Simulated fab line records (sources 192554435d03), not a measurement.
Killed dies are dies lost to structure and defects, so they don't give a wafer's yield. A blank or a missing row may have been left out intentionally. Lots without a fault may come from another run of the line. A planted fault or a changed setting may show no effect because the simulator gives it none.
Chamber matching    flow n5-finfet    4 sister chambers for N5_BEOL_M2_ALD_84 on ald-metal-03
The step deposits TaN, pulse time 2 s, purge time 3 s, co reactant purge time 2 s. 4 wafers are shown with their chamber, then 7 later ones without.

## WAFERS PAIRED WITH THEIR CHAMBERS
wafer   chamber  heater-power-w (W)
L362.2  2        409
L370.2  0        430
L370.3  3        399
L372.3  1        446

## WAFERS MISSING THEIR CHAMBER
wafer   heater-power-w (W)
L372.5  430
L374.1  400
L374.4  397
L374.6  414
L377.2  400
L377.4  429
L377.6  399

## CHAMBER TAKEN BY EACH
wafer    from the rows above   in truth
L372.5   0                     0
L374.1   3                     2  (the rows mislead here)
L374.4   3                     3
L374.6   2                     2
L377.2   3                     3
L377.4   0                     0
L377.6   3                     3
Correct placement for 6 of the 7. Number that these rows cannot place: 0. Wrongly placed: 1.
How it was worked out, from the rows above alone: a wafer's distance from a chamber is the root of the sum, over the readings, of the square of ((its reading less the chamber's mean) divided by the reading's scatter). The wafer belongs to the nearest chamber; if the next one is less than 2 further off, it can't be placed. The mean given for a chamber averages the wafers shown for that chamber. The scatter (one wafer shown for each chamber): square how far every hidden wafer sits from the nearest shown wafer, average those squares and take the square root.
